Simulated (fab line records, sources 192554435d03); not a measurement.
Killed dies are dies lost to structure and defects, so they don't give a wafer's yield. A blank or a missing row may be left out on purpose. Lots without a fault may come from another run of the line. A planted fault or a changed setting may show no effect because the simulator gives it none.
fab line records | flow n5_finfet | part 1 of 2: steps 1 to 4 of 6
record lots=22 wafers=66 last_day=18
route steps=1938 shown BEOL_M8@1367 BEOL_M9@1404
lots that met no fault: from a run of the same line without faults
start_h: hours from the record's first day to the start of the lot's first wafer shown | wait_h: hours since the lot's step before | " the same as in the row above | L1.1+2: a row that stands for several wafers | - no value, or no start given | * or withheld: withheld | < > ~ a bound
route shown NAME@n: a module of which the file shows steps, and the number in the route of the first | usual: mean/standard deviation of fault-free wafers | same: alike in all rows | chamber/n: place in a boat | sites: the reading at each site | _std_site: their standard deviation | _edge_site: outer sites' mean less inner sites' | radius_mm: how far each site lies from the wafer's centre | mask NAME#n: copy n | behind: the tool/chamber that last shaped the wafer | hold: why the lot was held/for how many hours/how that ended | device: the transistor (n, p or np) that didn't switch | end of line: the same wafers' tests at the end of the route | a step without rows: its recipe alone | killed: dies lost to structure and defects at the first sort, not the wafer's yield | map: a wafer's dies, x killed, . not, _ none there
set.NAME: the setting as run; set.NAME@STEP: as run at that earlier step | model.NAME: the simulator's own value behind a step, which no gauge read
steps of the route over a sample of lots; a table a step, a row a wafer
services: from which hour (start_h, from the record's first day; less than 0 if before it) a tool's chamber was out of use, for how many hours, and why
## steps
# step N5_BEOL_M8_INSPECT_30
# recipe mode=adi inspect_instrument=brightfield
# usual raw_defect_count=385/84
# columns lot.wafer tool chamber start_h wait_h raw_defect_count
L074.1 defect_inspect-02 - 203.30 0.1 273
L074.4 " - " " 319
L074.5 " - " " 257
L075.4 defect_inspect-02 - 206.99 0.0 368
L075.5 " - " " 498
L075.6 " - " " 311
L076.2 defect_inspect-01 - 213.14 0.0 359
L076.3 " - " " 445
L076.4 " - " " 286
L077.1 defect_inspect-01 - 217.59 0.1 486
L077.2 " - " " 421
L077.4 " - " " 464
L078.1 defect_inspect-02 - 221.87 0.1 274
L078.4 " - " " 293
L078.6 " - " " 323
L079.1 defect_inspect-01 - 224.72 0.1 438
L079.3 " - " " 368
L079.6 " - " " 375
L080.3 defect_inspect-02 - 239.68 0.0 400
L080.4 " - " " 491
L080.5 " - " " 394
L081.2 defect_inspect-01 - 240.52 0.0 342
L081.3 " - " " 305
L081.5 " - " " 457
L082.3 defect_inspect-02 - 249.85 0.3 492
L082.4 " - " " 379
L082.5 " - " " 353
L084.2 defect_inspect-02 - 258.73 0.0 571
L084.3 " - " " 339
L084.6 " - " " 347
L083.2 defect_inspect-02 - 258.90 0.0 298
L083.5 " - " " 357
L083.6 " - " " 483
L086.1 defect_inspect-02 - 265.80 0.1 361
L086.3 " - " " 520
L086.5 " - " " 511
L085.2 defect_inspect-02 - 270.13 0.0 494
L085.5 " - " " 326
L085.6 " - " " 466
L087.1 defect_inspect-02 - 290.29 0.1 369
L087.5 " - " " 375
L087.6 " - " " 453
L090.2 defect_inspect-01 - 299.60 0.0 294
L090.3 " - " " 292
L090.5 " - " " 366
L088.1 defect_inspect-02 - 300.32 0.1 481
L088.3 " - " " 435
L088.4 " - " " 493
L091.2 defect_inspect-01 - 302.43 0.0 285
L091.3 " - " " 438
L091.6 " - " " 360
L089.1 defect_inspect-01 - 302.77 0.1 373
L089.4 " - " " 540
L089.5 " - " " 425
L093.3 defect_inspect-02 - 316.11 0.0 381
L093.4 " - " " 438
L093.6 " - " " 266
L092.1 defect_inspect-01 - 316.28 0.1 391
L092.2 " - " " 296
L092.3 " - " " 226
L094.1 defect_inspect-02 - 322.54 0.1 370
L094.5 " - " " 326
L094.6 " - " " 427
L096.2 defect_inspect-02 - 353.88 0.0 437
L096.4 " - " " 391
L096.6 " - " " 386
# step N5_BEOL_M8_DESCUM_33
# recipe chemistry=O2 time_s=7 source_power_w=50 bias_power_w=20 pressure_mtorr=20 rf_frequency_hz=2.712e+07 temp_c=40 resist=CAR-EUV o2_flow_sccm=225
# usual drypump_motor_current_A=5.9/0.57 oes_product_au=0.80/0.081 rf_fwd_power_W=49.36/0.23 rf_vpp_V=242.6/1.3 showerhead_plenum_p_Torr=2.06/0.065 throttle_valve_pct=20.37/0.26
# columns lot.wafer tool chamber start_h wait_h drypump_motor_current_A oes_product_au rf_fwd_power_W rf_hours_counter_h rf_vpp_V showerhead_plenum_p_Torr throttle_valve_pct
L074.1 rie_diel-02 0 203.33 0.0 5.1 0.87 49.41 55 241.7 2.06 20.41
L074.4 " 1 " " 5.5 0.85 49.52 44 243.7 2.04 19.93
L074.5 " 2 " " 6.2 0.76 49.27 - 241.6 2.03 20.47
L075.4 rie_diel-05 3 207.02 0.0 4.9 0.84 49.62 53 241.3 2.05 19.97
L075.5 " 2 " " 6.6 0.70 49.30 - 242.1 2.09 20.67
L075.6 " 1 " " 6.4 0.91 49.68 - 242.8 2.05 20.28
L076.2 rie_diel-06 3 213.18 0.0 6.5 0.71 48.90 192 243.1 2.17 20.65
L076.3 " 0 " " 4.9 0.70 49.21 227 240.2 1.98 20.89
L076.4 " 3 " " 6.5 0.71 49.06 - 243.5 2.17 20.63
L077.1 rie_diel-02 3 217.62 0.0 6.0 0.68 49.14 235 242.7 2.06 20.59
L077.2 " 0 " " 5.1 0.87 49.55 60 243.5 2.06 20.42
L077.4 " 2 " " 6.3 0.77 49.69 105 241.6 2.03 20.47
L078.1 rie_diel-06 3 222.50 0.6 6.4 0.71 49.42 196 244.2 2.17 20.66
L078.4 " 1 " " 5.9 0.95 49.25 - 244.2 2.24 20.10
L078.6 " 2 " " 6.2 0.90 49.16 - 242.0 2.05 20.44
L079.1 rie_diel-02 0 224.75 0.0 5.1 0.87 49.57 63 242.3 2.06 20.43
L079.3 " 2 " " 6.3 0.76 49.53 107 243.4 2.03 20.47
L079.6 " 1 " " 5.5 0.83 49.45 - 242.7 2.04 19.95
L080.3 rie_diel-02 1 239.71 0.0 5.5 0.83 49.47 56 242.8 2.04 19.94
L080.4 " 3 " " 6.0 0.68 49.36 242 240.7 2.05 20.61
L080.5 " 2 " " 6.3 0.77 49.37 - 241.3 2.03 20.48
L081.2 rie_diel-06 1 240.56 0.0 5.9 0.92 49.23 24 245.2 2.23 20.11
L081.3 " 3 " " 6.5 0.71 49.12 203 243.9 2.16 20.65
L081.5 " 3 " " 6.5 0.71 49.21 - 245.6 2.16 20.65
L082.3 rie_diel-02 0 250.05 0.2 5.0 0.84 49.43 73 241.2 2.05 20.44
L082.4 " 3 " " 5.9 0.67 49.54 246 242.0 2.05 20.62
L082.5 " 2 " " 6.3 0.75 49.49 - 242.3 2.03 20.49
L084.2 rie_diel-06 3 258.79 0.1 6.4 0.71 49.00 210 243.3 2.16 20.66
L084.3 " 0 " " 4.9 0.68 49.30 241 241.2 1.97 20.91
L084.6 " 0 " " 4.9 0.68 49.37 - 241.3 1.97 20.93
L083.2 rie_diel-05 3 258.97 0.1 4.9 0.80 49.81 71 242.8 2.04 20.03
L083.5 " 3 " " 4.9 0.80 49.58 - 241.8 2.04 20.00
L083.6 " 2 " " 6.6 0.68 49.25 - 242.3 2.08 20.70
L086.1 rie_diel-05 1 265.93 0.1 6.4 0.86 49.68 65 243.8 2.04 20.31
L086.3 " 3 " " 4.9 0.80 49.43 73 243.2 2.04 20.00
L086.5 " 3 " " 4.9 0.80 49.38 - 242.7 2.04 20.01
L085.2 rie_diel-02 1 270.42 0.3 5.5 0.82 49.32 71 243.2 2.03 19.97
L085.5 " 2 " " 6.3 0.75 49.60 - 242.7 2.02 20.51
L085.6 " 1 " " 5.5 0.81 49.25 - 242.9 2.03 19.95
L087.1 rie_diel-06 1 290.40 0.1 5.9 0.89 49.11 41 245.3 2.23 20.13
L087.5 " 1 " " 5.9 0.88 49.20 - 244.5 2.23 20.12
L087.6 " 2 " " 6.2 0.86 48.78 - 243.3 2.04 20.48
L090.2 rie_diel-05 2 299.63 0.0 6.6 0.68 49.40 247 239.9 2.08 20.72
L090.3 " 0 " " 6.0 0.75 49.52 170 242.0 1.99 20.26
L090.5 " 3 " " 4.9 0.80 49.69 - 242.7 2.03 20.03
L088.1 rie_diel-02 2 300.42 0.1 6.3 0.73 49.58 135 241.7 2.02 20.53
L088.3 " 1 " " 5.5 0.80 49.66 80 241.8 2.03 19.97
L088.4 " 0 " " 5.1 0.82 49.66 87 242.4 2.05 20.45
L091.2 rie_diel-02 1 302.67 0.2 5.5 0.80 49.33 81 240.9 2.03 19.99
L091.3 " 3 " " 6.0 0.94 49.55 10 242.3 2.05 20.28
L091.6 " 0 " " 5.0 0.83 49.53 - 242.4 2.05 20.46
L089.1 rie_diel-06 1 302.81 0.0 5.9 0.88 49.07 47 245.2 2.22 20.16
L089.4 " 3 " " 6.5 0.69 49.22 - 242.4 2.16 20.69
L089.5 " 1 " " 5.9 0.88 49.34 - 244.2 2.22 20.16
L093.3 rie_diel-02 2 316.15 0.0 6.3 0.73 49.53 141 241.4 2.02 20.53
L093.4 " 1 " " 5.5 0.80 49.56 86 242.5 2.03 19.99
L093.6 " 1 " " 5.5 0.80 49.33 - 243.5 2.03 20.00
L092.1 rie_diel-05 3 316.59 0.3 4.9 0.78 49.75 92 240.1 2.03 20.06
L092.2 " 1 " " 6.4 0.84 49.51 84 241.5 2.03 20.35
L092.3 " 0 " " 6.0 0.72 49.27 175 241.0 1.99 20.27
L094.1 rie_diel-05 3 322.74 0.2 4.9 0.77 49.73 95 243.4 2.03 20.05
L094.5 " 3 " " 4.9 0.77 49.77 - 242.2 2.03 20.06
L094.6 " 1 " " 6.4 0.84 49.54 - 241.7 2.03 20.35
L096.2 rie_diel-02 3 354.49 0.6 6.0 0.89 49.39 27 242.6 2.04 20.31
L096.4 " 1 " " 5.5 0.77 49.29 98 241.2 2.02 20.00
L096.6 " 2 " " 6.2 0.72 49.09 - 240.9 2.02 20.54
# step N5_BEOL_M8_ETCH_66
# recipe chemistry=N2/H2 target=SOC target_depth_a=800 overetch_a=160 mask_material=SiARC temp_c=40 time_s=120 ion_energy_ev=200 pressure_mtorr=30 source_w=840 bias_w=150 n2_flow_sccm=200 h2_flow_sccm=200
# usual drypump_motor_current_A=5.9/0.57 oes_product_au=0.61/0.057 rf_fwd_power_W=835.5/2.8 rf_vpp_V=522.7/2.2 showerhead_plenum_p_Torr=2.50/0.078 throttle_valve_pct=17.7/0.35
# columns lot.wafer tool chamber start_h wait_h drypump_motor_current_A oes_product_au rf_fwd_power_W rf_hours_counter_h rf_vpp_V showerhead_plenum_p_Torr throttle_valve_pct
L074.1 rie_diel-02 0 203.41 0.0 5.1 0.66 834.1 55 522.7 2.50 17.8
L074.4 " 1 " " 5.5 0.65 832.8 44 522.7 2.47 17.2
L074.5 " 2 " " 6.3 0.60 835.3 - 522.0 2.46 17.9
L075.4 rie_diel-05 3 207.10 0.0 4.9 0.64 841.2 53 521.6 2.46 17.3
L075.5 " 2 " " 6.6 0.54 835.5 - 524.1 2.52 18.0
L075.6 " 1 " " 6.4 0.68 836.5 - 520.6 2.47 17.5
L076.2 rie_diel-06 3 213.26 0.0 6.4 0.56 837.2 192 525.9 2.65 18.2
L076.3 " 0 " " 4.9 0.53 835.5 227 521.1 2.41 18.3
L076.4 " 3 " " 6.4 0.57 830.4 - 525.7 2.65 18.2
L077.1 rie_diel-02 3 217.70 0.0 5.9 0.53 840.3 235 523.2 2.52 18.2
L077.2 " 0 " " 5.0 0.66 832.4 60 521.9 2.49 17.8
L077.4 " 2 " " 6.3 0.60 834.9 105 521.1 2.46 17.9
L078.1 rie_diel-06 3 222.58 0.0 6.5 0.55 832.2 197 525.3 2.65 18.2
L078.4 " 1 " " 5.9 0.71 833.1 - 527.8 2.69 17.3
L078.6 " 2 " " 6.2 0.67 832.1 - 522.2 2.48 17.7
L079.1 rie_diel-02 0 224.83 0.0 5.1 0.64 839.1 63 522.4 2.49 17.8
L079.3 " 2 " " 6.3 0.59 834.8 107 521.3 2.46 17.9
L079.6 " 1 " " 5.5 0.65 835.3 - 521.3 2.47 17.2
L080.3 rie_diel-02 1 239.79 0.0 5.5 0.64 835.0 56 522.6 2.47 17.2
L080.4 " 3 " " 5.9 0.53 842.1 242 521.8 2.51 18.2
L080.5 " 2 " " 6.3 0.59 839.5 - 520.9 2.46 17.9
L081.2 rie_diel-06 1 240.64 0.0 5.9 0.70 832.5 24 527.6 2.69 17.2
L081.3 " 3 " " 6.5 0.55 832.6 203 525.7 2.65 18.2
L081.5 " 3 " " 6.5 0.55 833.2 - 526.1 2.65 18.2
L082.3 rie_diel-02 0 250.13 0.0 5.0 0.63 837.7 73 520.9 2.49 17.8
L082.4 " 3 " " 6.0 0.53 840.1 246 520.9 2.51 18.2
L082.5 " 2 " " 6.2 0.58 829.1 - 522.2 2.46 17.9
L084.2 rie_diel-06 3 258.87 0.0 6.5 0.54 833.5 210 526.1 2.64 18.2
L084.3 " 0 " " 4.9 0.52 832.5 241 521.1 2.41 18.4
L084.6 " 0 " " 4.9 0.53 836.6 - 520.6 2.41 18.4
L083.2 rie_diel-05 3 259.05 0.0 4.9 0.61 835.5 71 522.3 2.46 17.3
L083.5 " 3 " " 4.9 0.62 834.7 - 522.7 2.46 17.3
L083.6 " 2 " " 6.6 0.54 834.8 - 522.3 2.51 18.1
L086.1 rie_diel-05 1 266.01 0.0 6.4 0.66 839.3 65 522.0 2.46 17.5
L086.3 " 3 " " 4.9 0.61 838.3 73 521.5 2.46 17.3
L086.5 " 3 " " 4.9 0.62 836.8 - 522.4 2.46 17.3
L085.2 rie_diel-02 1 270.54 0.0 5.5 0.62 832.1 71 522.6 2.46 17.3
L085.5 " 2 " " 6.3 0.58 835.4 - 518.9 2.45 17.9
L085.6 " 1 " " 5.5 0.63 837.7 - 522.8 2.46 17.3
L087.1 rie_diel-06 1 290.48 0.0 5.9 0.67 832.2 41 527.3 2.68 17.3
L087.5 " 1 " " 5.9 0.67 833.3 - 528.8 2.68 17.3
L087.6 " 2 " " 6.3 0.64 833.7 - 521.5 2.47 17.7
L090.2 rie_diel-05 2 299.71 0.0 6.6 0.52 832.6 247 522.0 2.51 18.1
L090.3 " 0 " " 6.0 0.57 837.8 170 521.7 2.45 17.8
L090.5 " 3 " " 4.9 0.61 840.5 - 522.9 2.45 17.3
L088.1 rie_diel-02 2 300.50 0.0 6.3 0.57 835.2 135 520.5 2.45 17.9
L088.3 " 1 " " 5.5 0.63 839.4 80 521.7 2.46 17.3
L088.4 " 0 " " 5.0 0.63 835.1 87 522.1 2.48 17.9
L091.2 rie_diel-02 1 302.75 0.0 5.5 0.61 831.0 81 520.7 2.46 17.3
L091.3 " 3 " " 6.0 0.72 836.8 10 522.3 2.50 17.8
L091.6 " 0 " " 5.0 0.63 833.5 - 522.1 2.48 17.9
L089.1 rie_diel-06 1 302.89 0.0 5.9 0.67 837.7 47 527.6 2.68 17.3
L089.4 " 3 " " 6.5 0.54 835.3 - 526.9 2.64 18.2
L089.5 " 1 " " 5.9 0.67 838.3 - 525.3 2.68 17.3
L093.3 rie_diel-02 2 316.22 0.0 6.3 0.57 835.0 141 520.2 2.45 17.9
L093.4 " 1 " " 5.5 0.62 835.1 86 522.0 2.45 17.3
L093.6 " 1 " " 5.6 0.62 835.2 - 522.5 2.46 17.3
L092.1 rie_diel-05 3 316.67 0.0 4.9 0.60 841.0 92 521.2 2.45 17.3
L092.2 " 1 " " 6.3 0.64 835.6 84 521.6 2.45 17.6
L092.3 " 0 " " 6.0 0.56 838.1 175 520.5 2.44 17.8
L094.1 rie_diel-05 3 322.82 0.0 4.9 0.58 838.3 95 521.5 2.45 17.3
L094.5 " 3 " " 4.9 0.59 834.9 - 520.9 2.45 17.3
L094.6 " 1 " " 6.4 0.64 832.5 - 520.4 2.45 17.6
L096.2 rie_diel-02 3 354.57 0.0 5.9 0.69 834.6 27 522.4 2.50 17.8
L096.4 " 1 " " 5.5 0.60 837.7 98 522.0 2.45 17.3
L096.6 " 2 " " 6.3 0.57 834.1 - 520.8 2.44 17.9
# step N5_BEOL_M8_OCD_MEAS_38
# usual trench_depth_nm=93.3/1.9
# columns lot.wafer tool chamber start_h wait_h trench_depth_nm
L074.1 ocd-02 - 203.76 - 97.0
L074.4 " - " " 94.6
L074.5 " - " " 94.8
L075.4 ocd-01 - 207.46 - 90.6
L075.5 " - " " 93.2
L075.6 " - " " 95.2
L076.2 ocd-02 - 213.61 - 90.7
L076.3 " - " " 94.4
L076.4 " - " " 89.7
L077.1 ocd-01 - 218.05 - 93.1
L077.2 " - " " 96.4
L077.4 " - " " 93.3
L078.1 ocd-02 - 222.93 - 89.8
L078.4 " - " " 95.3
L078.6 " - " " 95.3
L079.1 ocd-02 - 225.19 - 95.5
L079.3 " - " " 93.6
L079.6 " - " " 93.7
L080.3 ocd-01 - 240.14 - 93.1
L080.4 " - " " 93.5
L080.5 " - " " 92.5
L081.2 ocd-02 - 240.99 - 94.1
L081.3 " - " " 89.6
L081.5 " - " " 89.2
L082.3 ocd-02 - 250.48 - 95.8
L082.4 " - " " 93.6
L082.5 " - " " 93.7
L084.2 ocd-02 - 259.22 - 89.8
L084.3 " - " " 93.1
L084.6 " - " " 94.4
L083.2 ocd-01 - 259.40 - 90.3
L083.5 " - " " 89.8
L083.6 " - " " 92.8
L086.1 ocd-01 - 266.36 - 94.4
L086.3 " - " " 89.4
L086.5 " - " " 89.5
L085.2 ocd-02 - 271.05 - 93.5
L085.5 " - " " 93.9
L085.6 " - " " 93.5
L087.1 ocd-01 - 290.83 - 93.2
L087.5 " - " " 92.8
L087.6 " - " " 95.1
L090.2 ocd-02 - 300.06 - 92.2
L090.3 " - " " 93.4
L090.5 " - " " 90.6
L088.1 ocd-02 - 300.85 - 94.2
L088.3 " - " " 94.5
L088.4 " - " " 95.9
L091.2 ocd-01 - 303.10 - 93.4
L091.3 " - " " 93.9
L091.6 " - " " 94.9
L089.1 ocd-01 - 303.24 - 93.7
L089.4 " - " " 90.9
L089.5 " - " " 94.1
L093.3 ocd-02 - 316.58 - 93.5
L093.4 " - " " 92.4
L093.6 " - " " 93.0
L092.1 ocd-01 - 317.02 - 91.5
L092.2 " - " " 95.9
L092.3 " - " " 92.7
L094.1 ocd-02 - 323.17 - 89.5
L094.5 " - " " 89.6
L094.6 " - " " 95.0
L096.2 ocd-01 - 354.92 - 96.1
L096.4 " - " " 94.4
L096.6 " - " " 94.6
